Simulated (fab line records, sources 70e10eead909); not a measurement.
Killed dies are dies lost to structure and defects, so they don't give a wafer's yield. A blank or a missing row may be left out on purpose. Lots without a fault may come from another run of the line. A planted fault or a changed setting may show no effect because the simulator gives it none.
fab line records | flow nand_harc
record lots=7 wafers=21 last_day=34
route steps=1302 shown A_STAIRCASE@879 A_SGD_CUT@890 END@1302
lots that met no fault: from a run of the same line without faults
start_h: hours from the record's first day to the start of the lot's first wafer shown | wait_h: hours since the lot's step before | " the same as in the row above | L1.1+2: a row that stands for several wafers | - no value, or no start given | * or withheld: withheld | < > ~ a bound
route shown NAME@n: a module of which the file shows steps, and the number in the route of the first | usual: mean/standard deviation of fault-free wafers | same: alike in all rows | chamber/n: place in a boat | sites: the reading at each site | _std_site: their standard deviation | _edge_site: outer sites' mean less inner sites' | radius_mm: how far each site lies from the wafer's centre | mask NAME#n: copy n | behind: the tool/chamber that last shaped the wafer | hold: why the lot was held/for how many hours/how that ended | device: the transistor (n, p or np) that didn't switch | end of line: the same wafers' tests at the end of the route | a step without rows: its recipe alone | killed: dies lost to structure and defects at the first sort, not the wafer's yield | map: a wafer's dies, x killed, . not, _ none there
set.NAME: the setting as run; set.NAME@STEP: as run at that earlier step | model.NAME: the simulator's own value behind a step, which no gauge read
lots at some steps of the route; a table a step, a row a wafer
services: from which hour (start_h, from the record's first day; less than 0 if before it) a tool's chamber was out of use, for how many hours, and why
## steps
# step NHARC_A_STAIRCASE_SRD_154
# step NHARC_A_STAIRCASE_ETCH_403
# recipe target_depth_a=1082 chemistry=dHF material=SiO2
# step NHARC_A_STAIRCASE_ETCHBACK_422
# recipe target_depth_a=400 over_etch_frac=0.3 time_s=74.286 ion_energy_ev=120 ch3f_flow_sccm=50 o2_flow_sccm=30 ar_flow_sccm=200 rf_w=500 bias_w=100 chemistry=CH3F/O2
# usual ch3f_flow_sccm=49.99/0.14 chamber_pressure_mTorr=24.999/0.021 drypump_motor_current_A=5.73/0.27 oes_product_au=0.96/0.037 rf_vpp_V=244.1/1.7 showerhead_plenum_p_Torr=2.44/0.11 throttle_valve_pct=20.664/0.0091
# columns lot.wafer tool chamber start_h wait_h ch3f_flow_sccm chamber_pressure_mTorr drypump_motor_current_A oes_product_au rf_hours_counter_h rf_vpp_V showerhead_plenum_p_Torr throttle_valve_pct
L709.2 rie_diel-10 3 460.64 0.2 49.96 25.001 6.00 1.00 8 245.1 2.46 20.666
L709.4 " 0 " " 50.06 24.989 5.85 1.00 7 243.0 2.42 20.655
L709.5 " 2 " " 49.99 25.002 5.17 1.00 - 245.0 2.46 20.664
L712.4 rie_diel-08 0 479.27 0.1 50.01 25.025 5.74 0.91 35 242.7 2.28 20.668
L712.2 " 1 " " 50.25 24.991 5.45 0.93 36 247.2 2.62 20.650
L712.6 " 0 " " 50.15 25.004 5.76 0.90 - 241.3 2.28 20.657
L717.3 rie_diel-10 1 553.13 0.1 49.96 25.009 5.62 1.00 38 246.6 2.64 20.667
L717.1 " 3 " " 49.88 24.993 6.01 1.00 39 245.8 2.45 20.654
L717.4 " 0 " " 50.03 24.976 5.85 0.99 35 246.0 2.41 20.657
L719.4 rie_diel-01 1 577.08 0.1 49.98 25.010 6.09 0.99 4 245.1 2.39 20.670
L719.2 " 2 " " 49.99 25.021 6.13 1.00 4 243.2 2.33 20.655
L719.1 " 0 " " 49.76 25.001 5.50 1.00 4 242.1 2.38 20.667
L720.2 rie_diel-10 3 577.22 0.1 50.03 25.012 6.02 0.93 48 243.9 2.44 20.671
L720.4 " 0 " " 49.73 24.981 5.83 0.93 45 244.2 2.41 20.655
L720.6 " 0 " " 49.84 25.021 5.81 0.93 - 243.3 2.41 20.659
L721.3 rie_diel-01 3 587.34 0.1 49.95 24.990 5.67 0.98 8 243.2 2.35 20.669
L721.4 " 1 " " 49.89 25.017 6.09 1.03 10 243.3 2.39 20.666
L721.5 " 0 " " 50.05 25.004 5.48 1.02 - 243.7 2.38 20.667
L728.4 rie_diel-10 2 672.63 0.2 50.05 25.004 5.20 1.01 17 243.9 2.44 20.678
L728.6 " 3 " " 49.91 25.018 6.00 1.01 - 243.7 2.43 20.667
L728.5 " 0 " " 49.98 25.002 5.81 0.99 - 243.0 2.40 20.650
# step NHARC_A_STAIRCASE_ETCH_423
# recipe target_depth_a=300 chemistry=dHF material=SiO2
# step NHARC_A_STAIRCASE_ETCHBACK_157
# recipe target_depth_a=900 over_etch_frac=0.3 time_s=167.14 ion_energy_ev=120 ch3f_flow_sccm=50 o2_flow_sccm=30 ar_flow_sccm=200 rf_w=500 bias_w=100 chemistry=CH3F/O2
# usual ch3f_flow_sccm=49.99/0.14 chamber_pressure_mTorr=25.000/0.024 drypump_motor_current_A=5.73/0.29 oes_product_au=0.97/0.035 rf_vpp_V=244.2/1.7 showerhead_plenum_p_Torr=2.45/0.11 throttle_valve_pct=20.664/0.01
# columns lot.wafer tool chamber start_h wait_h ch3f_flow_sccm chamber_pressure_mTorr drypump_motor_current_A oes_product_au rf_hours_counter_h rf_vpp_V showerhead_plenum_p_Torr throttle_valve_pct
L709.4 rie_diel-10 1 460.98 0.2 50.07 24.988 5.64 1.01 10 245.9 2.66 20.666
L709.2 " 0 " " 49.83 24.957 5.85 0.99 7 243.4 2.42 20.670
L709.5 " 2 " " 50.21 24.996 5.21 1.00 - 244.7 2.46 20.671
L712.2 rie_diel-10 3 479.65 0.1 49.87 25.023 5.99 1.00 12 243.5 2.46 20.669
L712.4 " 1 " " 49.90 24.991 5.57 1.00 17 246.9 2.65 20.666
L712.6 " 3 " " 49.91 25.003 6.01 1.00 - 243.7 2.46 20.666
L717.4 rie_diel-10 0 553.49 0.1 49.95 24.979 5.84 1.00 36 243.8 2.41 20.658
L717.3 " 1 " " 49.80 24.993 5.57 1.00 38 245.9 2.64 20.657
L717.1 " 2 " " 50.14 24.991 5.13 1.01 41 243.3 2.45 20.667
L719.4 rie_diel-10 1 577.44 0.2 49.79 24.983 5.57 1.01 50 247.6 2.64 20.651
L719.2 " 3 " " 49.74 25.023 5.98 1.00 48 243.0 2.44 20.665
L719.1 " 0 " " 50.13 25.005 5.82 1.00 45 243.1 2.41 20.672
L720.2 rie_diel-01 1 577.58 0.2 50.00 25.008 6.07 1.01 4 243.2 2.39 20.668
L720.4 " 3 " " 50.06 24.982 5.64 0.99 4 243.4 2.35 20.679
L720.6 " 2 " " 49.82 25.017 6.12 0.99 - 242.6 2.33 20.658
L721.4 rie_diel-01 1 587.74 0.2 49.88 24.956 6.08 1.02 11 243.3 2.39 20.671
L721.3 " 2 " " 50.07 25.001 6.14 0.99 11 243.3 2.33 20.648
L721.5 " 1 " " 49.79 24.983 6.09 1.03 - 245.1 2.39 20.661
L728.4 rie_diel-08 1 673.02 0.2 49.92 25.006 5.50 0.93 34 246.6 2.59 20.641
L728.6 " 2 " " 49.88 25.010 5.86 0.93 - 241.8 2.30 20.663
L728.5 " 3 " " 50.19 25.020 5.92 0.91 - 243.1 2.37 20.673
# step NHARC_A_STAIRCASE_STRIP_475
# recipe time_s=20 o2_flow_sccm=500 ar_flow_sccm=0 bias_w=0 chemistry=O2
# usual chamber_pressure_mTorr=60.00/0.051 drypump_motor_current_A=5.74/0.28 oes_product_au=1.001/0.0091 rf_vpp_V=57.7/0.87 showerhead_plenum_p_Torr=3.52/0.16 throttle_valve_pct=17.036/0.01
# columns lot.wafer tool chamber start_h wait_h chamber_pressure_mTorr drypump_motor_current_A oes_product_au rf_hours_counter_h rf_vpp_V showerhead_plenum_p_Torr throttle_valve_pct
L709.2 rie_diel-10 0 - - 59.97 5.85 0.998 7 57.8 3.48 17.032
L709.4 " 2 " " 60.01 5.17 1.006 10 56.8 3.53 17.027
L709.5 " 1 " " 59.98 5.61 1.001 - 58.0 3.80 17.041
L712.2 rie_diel-10 3 - - 60.03 5.98 0.998 12 59.5 3.53 17.046
L712.4 " 2 " " 60.05 5.21 1.001 15 57.3 3.53 17.051
L712.6 " 0 " " 59.94 5.83 0.999 - 56.4 3.47 17.020
L717.3 rie_diel-10 2 - - 60.05 5.17 1.022 41 58.8 3.52 17.030
L717.1 " 0 " " 60.09 5.85 0.987 36 58.2 3.46 17.023
L717.4 " 1 " " 60.04 5.61 0.990 39 59.0 3.79 17.039
L719.4 rie_diel-10 3 - - 60.01 6.01 1.000 48 59.0 3.51 17.026
L719.2 " 1 " " 60.07 5.56 1.002 50 58.1 3.78 17.051
L719.1 " 2 " " 60.10 5.19 1.004 52 56.8 3.51 17.034
L720.2 rie_diel-01 0 - - 59.97 5.48 0.999 4 56.6 3.42 17.037
L720.4 " 3 " " 59.93 5.68 0.986 4 58.2 3.37 17.033
L720.6 " 0 " " 59.97 5.51 0.998 - 58.4 3.42 17.030
L721.4 rie_diel-01 2 - - 60.02 6.12 0.992 11 57.8 3.34 17.042
L721.3 " 0 " " 60.01 5.46 1.000 8 57.2 3.42 17.035
L721.5 " 2 " " 60.05 6.13 0.990 - 57.6 3.34 17.015
L728.4 rie_diel-08 1 - - 60.05 5.48 1.014 34 57.6 3.72 17.032
L728.5 " 3 " " 60.00 5.96 0.989 - 57.4 3.40 17.024
L728.6 " 0 " " 60.07 5.77 1.012 - 60.6 3.79 17.046
# step NHARC_A_STAIRCASE_DEP_471
# recipe target_thk_a=1000 temp_c=400 pressure_torr=6.5 rf_w=900 teos_flow_sccm=161.4 flow_sccm=2650 target_thk_nm=100 gas=O2 material=SiO2
# usual chamber_pressure_Torr=6.501/0.013 flow_sccm=2650/9.3 heater_power_w=544/67 throttle_valve_pct=15.8/0.59
# columns lot.wafer tool chamber start_h wait_h chamber_pressure_Torr flow_sccm heater_power_w throttle_valve_pct
L709.2 pecvd-01 0 461.35 - 6.510 2670 593 16.4
L709.5 " 1 " " 6.480 2643 478 15.6
L709.4 " 2 " " 6.487 2637 637 15.5
L712.2 pecvd-01 0 479.94 - 6.502 2637 545 16.9
L712.6 " 0 " " 6.517 2641 549 16.7
L712.4 " 1 " " 6.520 2661 481 15.7
L717.1 pecvd-02 2 553.85 - 6.495 2653 571 16.5
L717.3 " 0 " " 6.489 2641 558 16.5
L717.4 " 0 " " 6.490 2651 545 16.0
L719.1 pecvd-03 2 577.74 - 6.514 2656 598 15.0
L719.2 " 0 " " 6.482 2640 483 15.6
L719.4 " 2 " " 6.527 2665 622 15.1
L720.2 pecvd-01 1 577.91 - 6.503 2652 500 15.3
L720.6 " 2 " " 6.486 2645 645 16.0
L720.4 " 1 " " 6.509 2646 502 15.4
L721.3 pecvd-01 0 588.02 - 6.504 2653 659 16.7
L721.5 " 1 " " 6.506 2648 398 15.5
L721.4 " 2 " " 6.504 2665 532 16.1
L728.6 pecvd-03 1 673.33 - 6.518 2641 508 16.8
L728.5 " 2 " " 6.510 2644 531 15.1
L728.4 " 0 " " 6.465 2656 568 15.2
# step NHARC_A_STAIRCASE_CMP_472
# recipe material=SiO2
# usual motor_current_A=12.4/0.99
# columns lot.wafer tool chamber start_h wait_h motor_current_A
L709.4 cmp-03 2 461.57 0.1 11.5
L709.2 " 3 " " 12.9
L709.5 " 3 " " 12.6
L712.2 cmp-02 1 480.21 0.2 12.6
L712.4 " 2 " " 11.2
L712.6 " 1 " " 12.7
L717.1 cmp-03 3 554.11 0.2 12.5
L717.3 " 0 " " 13.9
L717.4 " 1 " " 13.1
L719.4 cmp-01 2 578.01 0.2 11.0
L719.1 " 0 " " 12.4
L719.2 " 1 " " 12.2
L720.2 cmp-02 0 578.13 0.2 12.7
L720.4 " 2 " " 11.5
L720.6 " 0 " " 12.6
L721.3 cmp-02 0 588.32 0.3 13.3
L721.4 " 2 " " 11.8
L721.5 " 3 " " 14.8
L728.4 cmp-01 1 673.54 0.1 12.0
L728.6 " 0 " " 12.4
L728.5 " 1 " " 12.3
# step NHARC_A_STAIRCASE_SRD_474
# step NHARC_A_STAIRCASE_INSPECT_155
# usual raw_defect_count=427/110
# columns lot.wafer tool chamber start_h wait_h raw_defect_count
L709.2 defect_inspect-02 - 461.91 0.1 293
L709.4 " - " " 274
L709.5 " - " " 309
L712.2 defect_inspect-02 - 480.56 0.1 675
L712.4 " - " " 529
L712.6 " - " " 408
L717.1 defect_inspect-02 - 554.43 0.1 504
L717.3 " - " " 283
L717.4 " - " " 404
L719.1 defect_inspect-02 - 578.35 0.1 576
L719.2 " - " " 399
L719.4 " - " " 407
L720.2 defect_inspect-02 - 578.47 0.1 428
L720.4 " - " " 455
L720.6 " - " " 383
L721.3 defect_inspect-01 - 588.64 0.1 462
L721.4 " - " " 441
L721.5 " - " " 360
L728.4 defect_inspect-02 - 673.86 0.1 330
L728.5 " - " " 409
L728.6 " - " " 616
# step NHARC_A_SGD_CUT_DEP_00
# recipe target_thk_a=500 temp_c=400 target_thk_nm=50 flow_sccm=200 rf_w=450 material=SiNx
# usual heater_power_outer_w=389/61 heater_power_w=685/98
# columns lot.wafer tool chamber start_h wait_h heater_power_outer_w heater_power_w
L709.2 pecvd-03 1 461.98 0.1 448 700
L709.4 " 1 " " 453 683
L709.5 " 2 " " 364 665
L712.2 pecvd-04 0 480.70 0.1 410 763
L712.4 " 1 " " 301 525
L712.6 " 2 " " 427 769
L717.1 pecvd-04 2 554.49 0.1 - -
L717.3 " 1 " " - -
L717.4 " 0 " " - -
L719.2 pecvd-03 2 578.42 0.1 - -
L719.1 " 1 " " - -
L719.4 " 2 " " - -
L720.2 pecvd-02 2 578.53 0.1 - -
L720.6 " 2 " " - -
L720.4 " 1 " " - -
L721.3 pecvd-02 2 588.71 0.1 409 715
L721.5 " 2 " " 423 689
L721.4 " 0 " " 434 761
L728.4 pecvd-04 2 674.01 0.2 381 707
L728.6 " 0 " " 414 782
L728.5 " 1 " " 276 512
# step NHARC_A_SGD_CUT_DEHYDRATE_01
# recipe temp_c=150 time_s=120
# step NHARC_END_SORT_01
# recipe temp_c=25
# usual killed_at_array=52/18 killed_at_other=0.6/0.83 killed_at_periphery=4.3/2.8 killed_dies=57/19 killed_open=3.4/2 killed_short=2.5/1.7
# same gross_dies=677
# columns lot.wafer tool chamber start_h wait_h killed_at_array killed_at_other killed_at_periphery killed_dies killed_open killed_short
L717.1 prober-01 0 688.22 2.5 530 2 3 535 3 2
L717.3 prober-01 0 689.82 3.1 523 1 5 529 2 2
L717.4 prober-01 0 690.62 3.4 530 1 2 533 3 5
L719.1 prober-02 0 703.29 2.5 537 2 8 547 1 3
L719.2 prober-02 0 704.10 2.8 532 0 4 536 2 2
L719.4 prober-02 0 705.70 3.4 529 0 5 534 4 4
L720.2 prober-02 0 722.92 2.8 510 0 0 510 1 2
L720.4 prober-02 0 724.54 3.4 516 0 3 519 3 1
L720.6 prober-02 0 726.17 4.1 530 0 3 533 3 1
# killed by level:class
L717.1 A_SGD_CUT:area_dep=493 A_SLIT:chamber_film_flake=18 A_CONTACT:chamber_film_flake=8 A_CHANNEL_HOLE_D1:chamber_film_flake=3 P_CONTACT:chamber_film_flake=2 A_CHANNEL_FILL_D1:chamber_film_flake=2 P_GATE:geometric_particle:open=1 A_CHANNEL_FILL_D1:geometric_particle:open=1
L717.3 A_SGD_CUT:area_dep=491 A_SLIT:chamber_film_flake=17 A_CHANNEL_HOLE_D1:chamber_film_flake=4 P_CONTACT:chamber_film_flake=4 A_WL_FILL:chamber_film_flake=2 A_CONTACT:chamber_film_flake=2 A_ONON_D1:geometric_particle:short=1 A_CHANNEL_FILL_D1:geometric_particle:open=1
L717.4 A_SGD_CUT:area_dep=494 A_SLIT:chamber_film_flake=14 A_WL_FILL:chamber_film_flake=4 A_CHANNEL_HOLE_D1:chamber_film_flake=3 A_CONTACT:chamber_film_flake=3 A_WL_FILL:geometric_particle:open=2 P_CONTACT:chamber_film_flake=2 A_DECK1_JOINT:chamber_film_flake=2
L719.1 A_SGD_CUT:area_dep=480 A_CHANNEL_HOLE_D1:chamber_film_flake=33 A_CHANNEL_HOLE_D2:chamber_film_flake=9 A_CONTACT:chamber_film_flake=7 P_M2:chamber_film_flake=6 A_STAIRCASE:chamber_film_flake=3 P_GATE:geometric_particle:short=1 A_ONON_D1:geometric_particle:open=1
L719.2 A_SGD_CUT:area_dep=476 A_CHANNEL_HOLE_D1:chamber_film_flake=27 A_CHANNEL_HOLE_D2:chamber_film_flake=13 A_CONTACT:chamber_film_flake=6 P_M2:chamber_film_flake=4 A_ZERO_WELL:chamber_film_flake=2 A_STAIRCASE:chamber_film_flake=2 A_ONON_D1:geometric_particle:open=1
L719.4 A_SGD_CUT:area_dep=463 A_CHANNEL_HOLE_D1:chamber_film_flake=33 A_CHANNEL_HOLE_D2:chamber_film_flake=15 A_CONTACT:chamber_film_flake=6 A_SLIT:chamber_film_flake=3 P_M0:geometric_particle:short=2 A_ONON_D2:geometric_particle:short=2 P_ZERO_WELL:chamber_film_flake=2
L720.2 A_SGD_CUT:area_dep=475 A_SLIT:chamber_film_flake=17 A_CHANNEL_HOLE_D1:chamber_film_flake=6 A_CONTACT:chamber_film_flake=6 A_M0:chamber_film_flake=2 A_ONON_D1:geometric_particle:short=1 A_CHANNEL_FILL_D2:geometric_particle:short=1 A_SLIT:geometric_particle:open=1
L720.4 A_SGD_CUT:area_dep=481 A_SLIT:chamber_film_flake=20 A_CONTACT:chamber_film_flake=5 A_CHANNEL_HOLE_D1:chamber_film_flake=4 A_M0:chamber_film_flake=3 P_CONTACT:geometric_particle:open=2 P_M0:geometric_particle:open=1 A_CHANNEL_FILL_D2:geometric_particle:short=1
L720.6 A_SGD_CUT:area_dep=497 A_SLIT:chamber_film_flake=18 A_CONTACT:chamber_film_flake=6 A_CHANNEL_HOLE_D1:chamber_film_flake=2 A_CHANNEL_FILL_D2:chamber_film_flake=2 A_M0:chamber_film_flake=2 P_CONTACT:geometric_particle:open=1 A_DECK1_JOINT:geometric_particle:open=1
# map L717.1 (x killed, . not)
____________x____________
_________xxxxxxx_________
_______xxxxxxxx.xx_______
______xxxxxxx.xx.xx______
_____x.xxxxxxxxx.x.._____
____xxxxxxx.x.xxxx.x.____
____xxxxxxxxxx.x.xxx.____
___xxxxxxxx.x.xxxxxxxx___
___xxxxxxxxx.xxxx..x.x___
__xxxxxxx.xxx.x.xx...xx__
__xxxxxxxxxx.xx.......x__
_xxxxxxxxx.x.x.....xxxxx_
_xxxxxxxxxxxxxxxx.x..x.x_
_xxxxxx..xxx.xx.xx.x.x.._
_xxxxxxxxxxx.x.x..x....._
_xxxxxx.x...xx.x.xxx.xxx_
xxxxxxx.xx.x.x..x...x..x.
xx.xxxxxxxxx.xxx.x.x....x
xxxxxxxxxxx.xx.x.xxx.x.x.
xxxxxx.xxx...xx.x.x.x....
xxx.xxxxx.x..xx...x..xxxx
_xxxxxx.x.xxxx..xxxxxxxx_
_xxxxxxxxx.x.xxxxxxx..xx_
_xxxxxxxxxxxx.x.xxxxxxxx_
_xxxxxxxxxxxx.x.xxxxxxxx_
_xxxxxxxxxxxxxxxxx.xxxxx_
__xxxxxxxx.xxxx..xx.xxx__
__xxxxxx.xxxxxx.xx.xx.x__
___xxxxxxxxxxx.xx.xxxx___
___xxxxxxxxxxxxx.xxxx.___
____xxxxxxxxxx.xxxxxx____
____xxxxxxxxxxxxxxx.x____
_____xxxxxxxxxxxxxxx_____
______xxxxx.xxxxxxx______
_______xxxxxxxxxxx_______
_________xxxxxxx_________
____________x____________
# map L719.1 (x killed, . not)
____________x____________
_________xxxxxxx_________
_______xxxxxxxxxxx_______
______xxxxxx.xxxxxx______
_____xxxxxxxxxxxxxxx_____
____xxxxxxxxxxxx.xxxx____
____xxxxxxxxxxxxxxxxx____
___xxxxxxxxx...x.xxxxx___
___xxxxxxxxx.x..xxxxxx___
__xxxxx.xxx...xx.xx.xxx__
__xxxxxxxxxxx.x.xxxxxxx__
_xxxxxxxxxxx.xxxxxxx.xxx_
_xxxxxx.xx.xxxxx..xxxxxx_
_xxxxx...xx..xxxxxxxxxxx_
_xxxxx.........xx.xxxxxx_
_.xxxxxx...x.....xxxxxxx_
xx.xx.xxx..x....x.xx.xxxx
xxxxxx.xx...x..xxx..xxxxx
xxxxx...x...x.x.x.x..xxxx
xxxxx.x..xxxxx.x.xxxxxxxx
xxxx...xx...x..xxx.xxxxxx
_xxxx..x.x....xxx.xxxxxx_
_xxxx...x.x.xxxx.xxxxxxx_
_xxx.x.xxx.x..xx.xxxxxxx_
_x.xxxxxxx...xxxxxxxxxxx_
_xxxxx.x..x.xxxxxxxxxxxx_
__xxxxxx.x..xxxxxxxxxxx__
__xxxxx.xx.xxxxxxxxxxxx__
___xxxxxx.x..xxxxxxxxx___
___xxxxxxxxx..xxxxxxxx___
____xxxxxxxxxxxxxxxxx____
____xxxxxxxxx.xxxxxxx____
_____xxxx.xxxxxxxxxx_____
______xxxxxxxxxxxxx______
_______xxxxxxxxxxx_______
_________xxxxxxx_________
____________x____________
## services
# columns tool chamber start_h hours kind
rie_diel-01 2 443.63 9.3 repair
pecvd-04 0 447.24 10.6 repair
pecvd-04 - 450.24 13.0 pm
pecvd-03 1 470.53 3.4 repair
cmp-02 - 481.77 4.0 pm
rie_diel-01 0 483.12 3.1 repair
pecvd-01 - 492.00 13.0 pm
pecvd-03 0 537.78 21.3 repair
pecvd-02 - 542.50 0.3 repair
pecvd-02 0 547.26 2.7 repair
pecvd-03 - 547.59 13.0 pm
rie_diel-08 - 549.95 9.0 pm
rie_diel-01 - 559.61 9.0 pm
rie_diel-08 3 561.34 3.8 repair
pecvd-03 - 562.38 1.0 repair
pecvd-01 - 568.58 1.2 repair
rie_diel-08 2 573.35 5.6 repair
cmp-02 - 579.77 4.0 pm
pecvd-02 - 589.62 13.0 pm
pecvd-01 1 600.05 23.8 repair
rie_diel-10 - 601.44 9.0 pm
pecvd-04 - 631.24 13.0 pm
rie_diel-01 1 638.78 4.6 repair
pecvd-01 - 673.21 13.0 pm
## key
first_sign step=NHARC_A_SGD_CUT_DEP_00 reading=tool_record direction=missing
effect step=NHARC_END_SORT_01 reading=killed_at_array direction=up sigmas=26 usual=52 struck=526
more_kills_born_at NHARC_A_SGD_CUT_DEP_00@pecvd-04=1478 NHARC_A_SGD_CUT_DEP_00@pecvd-02=1453 NHARC_A_SGD_CUT_DEP_00@pecvd-03=1419
met_at NHARC_A_SGD_CUT_DEP_00
struck_wafers L717.1,L717.3,L717.4,L719.1,L719.2,L719.4,L720.2,L720.4,L720.6
later_rows_left_out L717.1,L717.3,L717.4,L719.1,L719.2,L719.4,L720.2,L720.4,L720.6
tester_left_out L717,L719,L720
onset_between 480.70 554.49
fault kind=skipped_step_whole tool=pecvd-02,pecvd-03,pecvd-04 chamber=- onset_h=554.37 steps=NHARC_A_SGD_CUT_DEP_00 scope=struck_lots_only
# tester_left_out: of these lots the tester's yield and bins aren't shown, on N5 and GAA mostly nor the transistor test; their killed dies are dies lost to structure and defects alone, not to doping, threshold or leakage, so they don't give the yield
# later_rows_left_out: the simulator's readings of these wafers behind a module that went badly wrong aren't trusted and aren't shown, but for the sort
